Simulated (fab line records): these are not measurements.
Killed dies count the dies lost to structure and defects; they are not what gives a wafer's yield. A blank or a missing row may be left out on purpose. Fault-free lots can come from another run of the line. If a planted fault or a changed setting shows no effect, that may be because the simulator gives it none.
The tool behind it: which one? + flow n5_finfet + 30 wafers from 10 lots sampled at 3 of the route's 1938 steps

## WHAT EACH GAUGE READ, for each wafer
N5_PASSIVATION_CD_MEAS_10: the cd target is 3000 nm. Usual: 2999.4 nm for cd_nm, sd 2.1.
| lot  | measured     | on        | cd_nm (nm)           | flag |
|------|--------------|-----------|----------------------|------|
| L114 | day 12 07:58 | cd_sem-03 | 2999.7 2998.7 2999.4 |      |
| L115 | day 12 13:35 | cd_sem-03 | 2999.7 2997.4 3001.6 |      |
| L117 | day 14 00:23 | cd_sem-03 | 2996.8 2997.6 2999.3 |      |
| L118 | day 14 00:34 | cd_sem-03 | 3000.8 2998.9 3001.2 |      |
| L120 | day 14 04:07 | cd_sem-02 | 3025.2 3026.5 3000.5 | OFF  |
| L119 | day 14 07:05 | cd_sem-02 | 2999.9 3025.2 3027.3 | OFF  |
| L134 | day 17 08:25 | cd_sem-02 | 2996.6 3000.1 3002.0 |      |
| L133 | day 17 18:37 | cd_sem-01 | 2998.2 2999.9 2998.2 |      |
| L135 | day 17 18:40 | cd_sem-03 | 2998.0 2998.5 3002.1 |      |
| L136 | day 18 10:22 | cd_sem-01 | 3001.4 2999.3 3002.4 |      |

N5_PASSIVATION_INSPECT_61: inspects for defects (macro). Usual: 2.0 for raw_defect_count, sd 1.5.
| lot  | measured     | on                | raw_defect_count | flag |
|------|--------------|-------------------|------------------|------|
| L114 | day 12 08:01 | defect_inspect-01 | 2 2 5            |      |
| L115 | day 12 13:39 | defect_inspect-01 | 2 2 5            |      |
| L117 | day 14 00:26 | defect_inspect-02 | 1 1 1            |      |
| L118 | day 14 00:38 | defect_inspect-02 | 2 2 1            |      |
| L120 | day 14 04:10 | defect_inspect-01 | 5 4 3            |      |
| L119 | day 14 07:08 | defect_inspect-02 | 1 1 3            |      |
| L134 | day 17 08:28 | defect_inspect-01 | 1 2 1            |      |
| L133 | day 17 18:41 | defect_inspect-02 | 4 1 6            |      |
| L135 | day 17 18:43 | defect_inspect-02 | 0 2 2            |      |
| L136 | day 18 10:25 | defect_inspect-02 | 1 1 1            |      |

## TOOL THAT RAN EACH LOT (tool first, then ch and the chambers of the sampled wafers, then the start)
| lot  | N5_PASSIVATION_EXPOSE_07          |
|------|-----------------------------------|
| L114 | krf_scanner-02 ch 0, day 12 07:47 |
| L115 | krf_scanner-02 ch 0, day 12 13:25 |
| L117 | krf_scanner-01 ch 0, day 14 00:13 |
| L118 | krf_scanner-01 ch 0, day 14 00:24 |
| L120 | krf_scanner-01 ch 0, day 14 03:56 |
| L119 | krf_scanner-01 ch 0, day 14 06:55 |
| L134 | krf_scanner-01 ch 0, day 17 08:15 |
| L133 | krf_scanner-01 ch 0, day 17 18:27 |
| L135 | krf_scanner-01 ch 0, day 17 18:29 |
| L136 | krf_scanner-02 ch 0, day 18 10:11 |
- N5_PASSIVATION_EXPOSE_07: exposes mask TV, defocus 0 nm, target cd 3000 nm.

## AS READ BY THE TOOLS THEMSELVES (means over the sampled wafers that have a number; for cases with no such wafer, the mark the record gives instead)
N5_PASSIVATION_EXPOSE_07. Usual: exposure_dose_mJ_cm2 22.746, standard deviation 0.024; focus_offset_nm -0.2 nm, standard deviation 0.49; reticle_temp_C 23.05 C, standard deviation 0.099.
| lot  | tool           | exposure_dose_mJ_cm2 | focus_offset_nm (nm) | reticle_temp_C (C) | flag |
|------|----------------|----------------------|----------------------|--------------------|------|
| L114 | krf_scanner-02 | 22.766               | -0.1                 | 23.11              |      |
| L115 | krf_scanner-02 | 22.786               | -0.2                 | 23.06              |      |
| L117 | krf_scanner-01 | 22.742               | 0.0                  | 22.92              |      |
| L118 | krf_scanner-01 | 22.749               | -0.6                 | 23.11              |      |
| L120 | krf_scanner-01 | 22.743               | -0.2                 | 23.06              |      |
| L119 | krf_scanner-01 | 22.746               | -0.0                 | 23.07              |      |
| L134 | krf_scanner-01 | 22.741               | -0.5                 | 22.95              |      |
| L133 | krf_scanner-01 | 22.736               | -0.1                 | 23.00              |      |
| L135 | krf_scanner-01 | 22.761               | 0.5                  | 23.08              |      |
| L136 | krf_scanner-02 | 22.754               | -0.1                 | 23.09              |      |

## THE ANSWER, worked out from the rows above alone
Rule: a lot counts as off when the mean over its wafers that have a number is more than 3 standard deviations away from the usual mean. Also off: a lot with no number at a reading for which 4 or more lots have one. All remaining lots with rows at the step are treated as sound. First the gauges in route order, then the tools' own readings, where a lot's mean is used as printed above. The first step at which some lot is off is used, and at that step the reading that is off furthest; a lot without a number counts as furthest.
Off: L120, L119 (N5_PASSIVATION_CD_MEAS_10, cd_nm).
If a tool, at a process step before that reading, ran all the lots that are off and no sound lot after the first of them, it fits. Gauges at N5_PASSIVATION_CD_MEAS_10: tried the same way as those tools. Not one of the candidates tried fits.

## WHAT WAS PUT IN BY THE SIMULATOR
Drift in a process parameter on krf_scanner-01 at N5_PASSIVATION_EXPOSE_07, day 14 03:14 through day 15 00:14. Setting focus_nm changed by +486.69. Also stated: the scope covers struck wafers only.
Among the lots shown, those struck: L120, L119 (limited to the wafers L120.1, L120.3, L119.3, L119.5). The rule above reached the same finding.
